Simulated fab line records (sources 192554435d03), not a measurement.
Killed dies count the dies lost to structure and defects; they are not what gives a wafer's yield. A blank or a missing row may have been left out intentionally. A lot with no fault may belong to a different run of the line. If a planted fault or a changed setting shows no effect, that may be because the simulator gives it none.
Split-lot trial -- flow n5Finfet -- 21 wafers read from 7 lots, route of 1938 steps

ABOUT THE SPLIT
At N5_BEOL_M11_TRENCH_ETCH_37 (etches SiCOH lowk in C4F6/O2, target depth 148.83 nm, time 48 s), the setting sourceW was moved away from the recipe's 345 W on 5 of the 21 wafers read, by -16.0% to +16.3%. The other wafers ran this setting at the recipe's value.

FROM THE SPLIT TO THE READING: what the file shows between them, 2 steps
- N5_BEOL_M11_ETCH_41: etches SiCN in CH3F/O2, target depth 42.6 nm, time 86 s (also split here: timeS)
- N5_BEOL_M11_STRIP_77: strips in N2/H2, time 10 s

THE READING
trenchDepthNm, in nm, at N5_BEOL_M11_OCD_MEAS_38. Typical for fault-free wafers on this fab line: 149.5 nm, with standard deviation 1.9 nm.

wafer,"tool, chamber at the split","sourceW as run, W",against the recipe,"trenchDepthNm, nm",against lot-mates on the recipe
L076.3,"rieDiel-01, 3",345,recipe,148.0,-
L076.5,"rieDiel-01, 1",345,recipe,145.1,-
L076.6,"rieDiel-01, 0",345,recipe,149.7,-
L077.1,"rieDiel-02, 0",345,recipe,149.7,-
L077.3,"rieDiel-02, 2",345,recipe,155.0,-
L077.4,"rieDiel-02, 1",401.3,+16.3%,158.7,+6.3
L079.2,"rieDiel-05, 2",345,recipe,148.9,-
L079.4,"rieDiel-05, 1",307.9,-10.8%,142.6,-7.3
L079.6,"rieDiel-05, 0",345,recipe,150.8,-
L080.3,"rieDiel-02, 2",369.3,+7.0%,156.4,+6.9
L080.4,"rieDiel-02, 1",345,recipe,150.6,-
L080.6,"rieDiel-02, 0",345,recipe,148.4,-
L083.3,"rieDiel-05, 2",345,recipe,150.0,-
L083.4,"rieDiel-05, 1",345,recipe,147.6,-
L083.5,"rieDiel-05, 0",345,recipe,150.3,-
L092.1,"rieDiel-05, 0",345,recipe,150.5,-
L092.4,"rieDiel-05, 3",345,recipe,150.5,-
L092.5,"rieDiel-05, 2",345,recipe,146.4,-
L097.4,"rieDiel-05, 1",289.9,-16.0%,138.6,-11.1
L097.5,"rieDiel-05, 3",345,recipe,149.7,-
L097.6,"rieDiel-05, 2",289.9,-16.0%,138.4,-11.3

FIT RESULTS
A straight line over all 21 wafers: trenchDepthNm changes by +0.662 nm for each +1% of sourceW; r = +0.91; the points scatter about the line by 2.1 nm.
The same after taking each lot's own level away (the mean of its wafers on the recipe; 21 wafers): +0.62 nm for each +1%; r = +0.92; scatter 1.9 nm.
Per that fit: largest sourceW move, reading shift of 10 nm.
From 147.60 to 152.35 nm: that is the span of the lots' own levels, equal to 2.5 times the standard deviation above.
Consequently the slope shifts little with the lot-to-lot level, the two slopes agreeing.
Check: +12 nm against its lot-mates is what the line predicts for one of the wafers moved furthest among these (+16.3%) when that wafer is left out of the fit. Against them it came out at +6.35 nm.
Tool readings at the split's step, against how far the setting was moved: rfVppV r = -0.97.

THESE WAFERS: OTHER SPLITS
Before the reading, these wafers also passed through other splits. Each is held against what the fit with the lots' levels taken away leaves over:
other split on the same wafers,wafers away from the commonest value,r with trenchDepthNm (lot level and that fit taken away)
N5_BEOL_M7_TRENCH_ETCH_37 timeS,6,-0.10
N5_BEOL_M9_PECVD_70 timeS,4,+0.26
N5_BEOL_M9_ETCH_66 timeS,7,+0.04
N5_BEOL_M9_VIA_ETCH_34 sourceW,6,-0.13
N5_BEOL_M10_ETCH_41 sourceW,12,-0.12
N5_BEOL_M11_ETCH_41 timeS,7,+0.46

THE WHOLE CHAIN: every reading that the file lists as answering this split, in the file's order
step,what it does,reading,change (the file's fit),r (the file's)
N5_BEOL_M11_TRENCH_ETCH_37,"etches SiCOH lowk in C4F6/O2, target depth 148.83 nm, time 48 s",rfVppV,-3.25 V for each +1% of the setting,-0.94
N5_BEOL_M11_TRENCH_ETCH_37,"etches SiCOH lowk in C4F6/O2, target depth 148.83 nm, time 48 s","etch.depthNm (the simulator's own value, which no gauge read)",+0.612 nm for each +1% of the setting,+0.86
N5_BEOL_M11_TRENCH_ETCH_37,"etches SiCOH lowk in C4F6/O2, target depth 148.83 nm, time 48 s","BEOL_M11.featureDepthNm (the simulator's own value, which no gauge read)",+0.608 nm for each +1% of the setting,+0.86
N5_BEOL_M11_OCD_MEAS_38,,trenchDepthNm,+0.596 nm for each +1% of the setting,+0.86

FILE'S OWN FIT
trenchDepthNm changes by +0.596 nm for each +1% of sourceW, r = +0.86.
